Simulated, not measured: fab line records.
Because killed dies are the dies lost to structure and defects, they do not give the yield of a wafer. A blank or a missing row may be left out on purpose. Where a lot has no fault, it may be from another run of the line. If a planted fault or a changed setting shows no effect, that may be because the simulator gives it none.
A lot that was struck, set against a sound lot -- flow n5Finfet -- 35 out of 1938 route steps
Sound: these wafers, L520.1, L520.5, L520.6. Struck: wafer L533.4. (L533.1, L533.6 of the same lot were not struck and are left out.) The cause comes at the end.
Order at every step that has rows: each side's tool, ch and its chambers, its first start. Under that, the readings that differ: sound wafers -- struck wafers -- difference of the means -- sigmas: that difference in standard deviations of wafers without a fault.
alike: readings with means less than 2 such deviations apart, plus words and numbers identical on both sides. not compared: withheld readings, readings lacking a value on some wafer, bounds such as >300 that could conceal the same value, and numbers that have no deviation in the record and whose values overlap.
The two part at a step that has a row with sigmas, a row that says differs or no value, or rows on one side only. Numbers that don't overlap but have no deviation are shown without sigmas and don't part them. A reading missing from all wafers of one side parts the sides only when that side holds two or more wafers.

first, 9 steps without rows for these wafers: N5_BEOL_M15_COAT_60 (time 60 s, resist thk 89 nm); N5_BEOL_M15_COAT_22 (resist thk 800 nm); N5_BEOL_M15_EBR_24; N5_BEOL_M15_SOFTBAKE_23 (time 60 s); N5_BEOL_M15_EXPOSE_25 (exposes mask M15, target cd 400 nm); N5_BEOL_M15_PEB_26 (peb time 90 s); N5_BEOL_M15_DEVELOP_27 (develop time 45 s); N5_BEOL_M15_HARDBAKE_32 (time 120 s); N5_BEOL_M15_DESCUM_33 (chemistry O2, time 7.9 s).
N5_BEOL_M15_ETCH_61: etches BARC in N2/H2, target depth 89 nm, overetch 26.7 nm, time 67.9 s.
  sound on rieDiel-05 ch 1,2, day 11 08:23; struck on rieDiel-05 ch 1, day 15 14:17
  alike: drypumpMotorCurrentA, oesProductAu, rfVppV, showerheadPlenumPTorr, throttleValvePct
  not compared: rfHoursCounterH
then, 24 steps without rows for these wafers: N5_BEOL_M15_TRENCH_ETCH_34 (etches SiO2 in C4F8/O2/Ar, target depth 872.93 nm, time 199 s); N5_BEOL_M15_STRIP_36 (strips in O2); N5_BEOL_M15_STRIP_62 (strips in O2); N5_BEOL_M15_STRIP_37 (strips in O2); N5_BEOL_M15_ETCH_38 (etches SiCN in CF4/N2, target depth 106.4 nm, time 120.5 s); N5_BEOL_M15_PRECLEAN_39 (cleans in residue remover, time 60 s); N5_BEOL_M15_SRD_40 (time 30 s, dry time 30 s); N5_BEOL_M15_DEGAS_41 (time 60 s); N5_BEOL_M15_PRE_CLEAN_42 (time 30 s); N5_BEOL_M15_SPUTTER_43 (material TaN, target thk 15 nm, time 24.19 s); N5_BEOL_M15_SPUTTER_44 (material Ta, target thk 15 nm, time 24.19 s); N5_BEOL_M15_SPUTTER_45 (material Cu, target thk 100 nm, time 16.67 s); N5_BEOL_M15_ECD_47 (material Cu, target thk 1860 nm); N5_BEOL_M15_ANNEAL_48 (time 90 s); N5_BEOL_M15_CMP_49 (polishes, stops on SiO2, t overpolish 4.9 s, target thk 850 nm); N5_BEOL_M15_PRE_CLEAN_52 (time 15 s); N5_BEOL_M15_DEP_53 (deposits SiCN from 3MS/NH3, target thk 50 nm, time 17.8 s); N5_PASSIVATION_PECVD_00 (deposits SiO2 from SiH4/N2O, target thk 200 nm, time 11.2 s); N5_MIM_BOT_DEGAS_01 (time 60 s); N5_MIM_BOT_SPUTTER_00 (material TiN, target thk 35 nm, time 89.7 s); N5_MIM_TOP_ALD_00 (deposits Al2O3, purge time 3 s, co reactant pulse time 3 s); N5_MIM_TOP_ALD_01 (deposits HfO2, target thk 5.6 nm, pulse time 1 s, purge time 3 s); N5_MIM_TOP_ALD_02 (deposits Al2O3, purge time 3 s, co reactant pulse time 3 s); N5_MIM_TOP_DEGAS_04 (time 60 s).
N5_PASSIVATION_PROBE_49:
  the record has rows for the struck wafers here (prober-01, day 16 10:06) and none for the sound ones

WHERE THEY PART
At N5_PASSIVATION_PROBE_49 and nowhere else, as far as this record goes.

WHY: the cause the simulator had injected
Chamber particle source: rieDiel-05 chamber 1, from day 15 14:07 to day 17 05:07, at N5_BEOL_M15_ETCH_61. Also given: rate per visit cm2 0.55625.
